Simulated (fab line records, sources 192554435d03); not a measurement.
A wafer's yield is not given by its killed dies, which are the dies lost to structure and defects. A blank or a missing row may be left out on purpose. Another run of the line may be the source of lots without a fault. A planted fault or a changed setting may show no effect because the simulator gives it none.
Split-lot experiment | flow n5_finfet | 21 wafers read across 7 lots, on a route 1938 steps long

SPLIT DETAILS
At N5_BEOL_M8_ETCH_65 (etches SiARC in CF4, target depth 15.6 nm, time 26 s), the setting source_w was moved away from the recipe's 545 W on 5 of the 21 wafers read, by -11.5% to +14.0%. The other wafers ran this setting at the recipe's value.

The reading is taken at the split's own step.

THE READING
rf_vpp_V, in V, at N5_BEOL_M8_ETCH_65 (etches SiARC in CF4, target depth 15.6 nm, time 26 s). Typical for fault-free wafers on this fab line: 183.6 V, with standard deviation 1.2 V.

wafer  | tool, chamber at the split | source_w as run, W | against the recipe | rf_vpp_V, V | against lot-mates on the recipe
L083.1 | rie_diel-01, 3             | 545                | recipe             | 182.5       | -
L083.2 | rie_diel-01, 1             | 545                | recipe             | 185.7       | -
L083.5 | rie_diel-01, 2             | 545                | recipe             | 183.7       | -
L082.2 | rie_diel-04, 2             | 621.5              | +14.0%             | 176.2       | -7.1
L082.3 | rie_diel-04, 0             | 545                | recipe             | 182.1       | -
L082.4 | rie_diel-04, 3             | 545                | recipe             | 184.4       | -
L085.1 | rie_diel-03, 3             | 545                | recipe             | 182.6       | -
L085.2 | rie_diel-03, 2             | 595.6              | +9.3%              | 178.1       | -4.0
L085.4 | rie_diel-03, 0             | 545                | recipe             | 181.6       | -
L089.3 | rie_diel-01, 0             | 545                | recipe             | 182.9       | -
L089.4 | rie_diel-01, 1             | 545                | recipe             | 184.9       | -
L089.5 | rie_diel-01, 0             | 545                | recipe             | 184.2       | -
L092.3 | rie_diel-03, 2             | 545                | recipe             | 184.3       | -
L092.4 | rie_diel-03, 1             | 482.4              | -11.5%             | 191.0       | +6.7
L092.6 | rie_diel-03, 3             | 482.4              | -11.5%             | 189.4       | +5.1
L094.3 | rie_diel-03, 3             | 599.8              | +10.1%             | 177.2       | -7.0
L094.4 | rie_diel-03, 2             | 545                | recipe             | 184.9       | -
L094.5 | rie_diel-03, 3             | 545                | recipe             | 183.4       | -
L093.1 | rie_diel-01, 1             | 545                | recipe             | 183.3       | -
L093.2 | rie_diel-01, 0             | 545                | recipe             | 183.4       | -
L093.4 | rie_diel-01, 2             | 545                | recipe             | 183.8       | -

FIT RESULTS
A straight line over all 21 wafers: rf_vpp_V changes by -0.572 V for each +1% of source_w; r = -0.95; the points scatter about the line by 1 V.
The same after taking each lot's own level away (the mean of its wafers on the recipe; 21 wafers): -0.526 V for each +1%; r = -0.96; scatter 0.94 V.
That fit puts the effect of the largest move of source_w on the reading at 7.4 V.
The span of the lots' own levels, 182.10 to 184.30 V, comes to 1.8 times the standard deviation stated above.
The two slopes are in agreement: the lot-to-lot level therefore moves the slope only a little.
Check: for one of the wafers moved furthest among these (+14.0%), held out of the fit, the line's prediction against its lot-mates is -7.61 V. It came out at -7.05 V against them.
Tool readings at the split's step, against how far the setting was moved: etch_rf_on_time_s r = -0.95; rf_vpp_V r = -0.95.

OTHER SPLITS ON THESE WAFERS
Note: prior to the reading, these wafers also went through further splits. Each is held against what the fit with the lots' levels taken away leaves over:
other split on the same wafers | wafers away from the commonest value | r with rf_vpp_V (lot level and that fit taken away)
N5_BEOL_M5_ETCH_41 source_w    | 8                                    | -0.20
N5_BEOL_M6_EXPOSE_25 dose_mj   | 6                                    | -0.04
N5_BEOL_M6_ETCH_66 source_w    | 8                                    | +0.01
N5_BEOL_M7_ILD_DEP_00 time_s   | 9                                    | -0.16
N5_BEOL_M8_ILD_DEP_00 time_s   | 5                                    | -0.05
N5_BEOL_M8_COAT_05 spin_rpm    | 8                                    | -0.07

THE WHOLE CHAIN: every reading that the file lists as answering this split, in the file's order
step               | what it does                                         | reading           | change (the file's fit)              | r (the file's)
N5_BEOL_M8_ETCH_65 | etches SiARC in CF4, target depth 15.6 nm, time 26 s | etch_rf_on_time_s | withheld for each +1% of the setting | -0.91
N5_BEOL_M8_ETCH_65 | etches SiARC in CF4, target depth 15.6 nm, time 26 s | rf_vpp_V          | -0.53 V for each +1% of the setting  | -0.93

THE FILE'S OWN FIT
rf_vpp_V changes by -0.53 V for each +1% of source_w, r = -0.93.
